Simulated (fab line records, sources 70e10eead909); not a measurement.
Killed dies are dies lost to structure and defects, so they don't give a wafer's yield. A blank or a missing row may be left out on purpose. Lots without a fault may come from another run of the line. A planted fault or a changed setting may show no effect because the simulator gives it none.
A struck lot beside a sound one | flow nand_harc | 25 steps out of a route of 1302
Sound: wafers L362.1, L362.2, L362.5. Struck: wafers L355.1, L355.2, L355.5. The cause comes at the end.
At each step with rows: each side's tool, then ch and its chambers, then its first start. Under that, the readings that differ: sound wafers | struck wafers | difference of the means | sigmas: that difference in standard deviations of wafers without a fault.
alike: readings whose means differ by less than 2 such deviations, and words and numbers that are the same on both sides. not compared: withheld readings, readings that some wafer has no value for, bounds like >300 that may hide the same value, and numbers for which the record gives no deviation and whose values overlap.
The two part at a step that has a row with sigmas, a row that says differs or no value, or rows on one side only. Numbers that don't overlap but have no deviation are shown without sigmas and don't part them. A reading that every wafer of one side lacks parts them only if that side has two wafers or more.

NHARC_P_CONTACT_DEP_00: deposits SiO2, target thk 500 nm.
  sound on pecvd-01 ch 0,1,2; struck on pecvd-04 ch 1,2
  alike: heater_power_w, throttle_valve_pct
then, 10 steps without rows for these wafers: NHARC_P_CONTACT_CMP_01 (polishes SiO2, target thk 200 nm); NHARC_P_CONTACT_SRD_03; NHARC_P_CONTACT_DEHYDRATE_04 (time 120 s); NHARC_P_CONTACT_HMDS_05 (time 30 s); NHARC_P_CONTACT_COAT_33 (time 75 s); NHARC_P_CONTACT_COAT_34 (time 65 s); NHARC_P_CONTACT_COAT_06 (resist thk 90 nm); NHARC_P_CONTACT_SOFTBAKE_07 (time 55 s); NHARC_P_CONTACT_EBR_08; NHARC_P_CONTACT_EXPOSE_09 (exposes mask P CA, target cd 90 nm).
NHARC_P_CONTACT_PEB_10: peb time 65 s.
  sound on litho_track-04 ch 0, day 12 09:47; struck on litho_track-06 ch 0, day 9 19:26
then, 1 step without rows for these wafers: NHARC_P_CONTACT_DEVELOP_11 (develop time 35 s).
NHARC_P_CONTACT_CD_MEAS_12: target cd 90 nm.
  sound on cd_sem-02 ch 0, day 12 09:52; struck on cd_sem-02 ch 0, day 9 19:31
  reading    | sound          | struck         | difference | sigmas
  cd_nm (nm) | 88.9 90.4 89.4 | 96.9 97.9 98.1 | +8.1       | +11
NHARC_P_CONTACT_OVL_MEAS_13:
  sound on overlay-01, day 12 09:58; struck on overlay-01, day 9 19:37
  alike: overlay_x_nm, overlay_y_nm
NHARC_P_CONTACT_INSPECT_14:
  sound on defect_inspect-01, day 12 09:59; struck on defect_inspect-01, day 9 19:38
  alike: raw_defect_count
NHARC_P_CONTACT_DESCUM_17: chemistry O2, time 3 s.
  sound on rie_diel-11 ch 0,2, day 12 10:04; struck on rie_diel-05 ch 0,2,3, day 9 19:42
  reading                    | sound           | struck            | difference | sigmas
  model.P_CONTACT.cd_nm (nm) | 89.15 90.2 89.3 | 97.62 98.17 97.91 | +8.35      |
  alike: drypump_motor_current_A, oes_product_au, rf_vpp_V, showerhead_plenum_p_Torr, throttle_valve_pct
  not compared: rf_hours_counter_h
NHARC_P_CONTACT_ETCH_35: etches the open film in CF4, target depth 39 nm, time 65 s.
  sound on rie_diel-11 ch 0,2,3, day 12 10:09; struck on rie_diel-05 ch 0,3, day 9 19:49
  alike: cf4_flow_sccm, drypump_motor_current_A, oes_product_au, rf_vpp_V, showerhead_plenum_p_Torr, throttle_valve_pct
  not compared: rf_hours_counter_h
NHARC_P_CONTACT_ETCH_36: etches the open film in N2/H2, target depth 260 nm, time 406.25 s.
  sound on rie_diel-11 ch 0,1,3; struck on rie_diel-05 ch 0,3
  alike: drypump_motor_current_A, oes_product_au, rf_vpp_V, showerhead_plenum_p_Torr, throttle_valve_pct
  not compared: rf_hours_counter_h
NHARC_P_CONTACT_ETCH_18: etches the open film in C4F8/O2/Ar, target depth 481 nm, time 240.5 s.
  sound on rie_diel-11 ch 0,1,3; struck on rie_diel-05 ch 2,3
  reading               | sound             | struck            | difference | sigmas
  oes_product_au (a.u.) | 1.001 0.964 0.967 | 0.928 0.926 0.915 | -0.054     | -3
  alike: rf_vpp_V
  not compared: rf_hours_counter_h
then, 1 step without rows for these wafers: NHARC_P_CONTACT_STRIP_37 (strips in C4F8/O2/Ar).
NHARC_P_CONTACT_ETCH_31: etches the open film in CH3F/O2, target depth 30 nm, time 85.7 s.
  sound on rie_diel-11 ch 0,1,3; struck on rie_diel-05 ch 0,2,3
  reading                    | sound             | struck            | difference | sigmas
  model.P_CONTACT.cd_nm (nm) | 88.56 90.99 87.72 | 98.78 96.17 94.17 | +7.28      |
  alike: drypump_motor_current_A, oes_product_au, rf_vpp_V, showerhead_plenum_p_Torr, throttle_valve_pct
  not compared: rf_hours_counter_h
NHARC_P_CONTACT_CD_MEAS_19:
  sound on cd_sem-01, day 12 10:56; struck on cd_sem-03, day 9 20:43
  reading    | sound          | struck         | difference | sigmas
  cd_nm (nm) | 88.6 90.6 87.5 | 99.1 96.3 94.0 | +7.6       | +4
NHARC_P_CONTACT_STRIP_28: strips in O2.
  sound on rie_diel-05 ch 0,1, day 12 11:00; struck on rie_diel-05 ch 0,2,3, day 9 20:47
  alike: drypump_motor_current_A, oes_product_au, rf_vpp_V, showerhead_plenum_p_Torr, throttle_valve_pct
  not compared: rf_hours_counter_h
-- the record jumps here: 19 days lie between the struck wafers' starts before and after (it left off in module P_CONTACT and takes up again in module END, whose first step shown is number 1302 of the route) --
NHARC_END_SORT_01:
  the record has rows for the struck wafers here (prober-01 ch 0, day 29 04:01) and none for the sound ones

WHERE THEY PART
First at NHARC_P_CONTACT_CD_MEAS_12; last, within this record, at NHARC_END_SORT_01.

WHY: what the simulator had put in
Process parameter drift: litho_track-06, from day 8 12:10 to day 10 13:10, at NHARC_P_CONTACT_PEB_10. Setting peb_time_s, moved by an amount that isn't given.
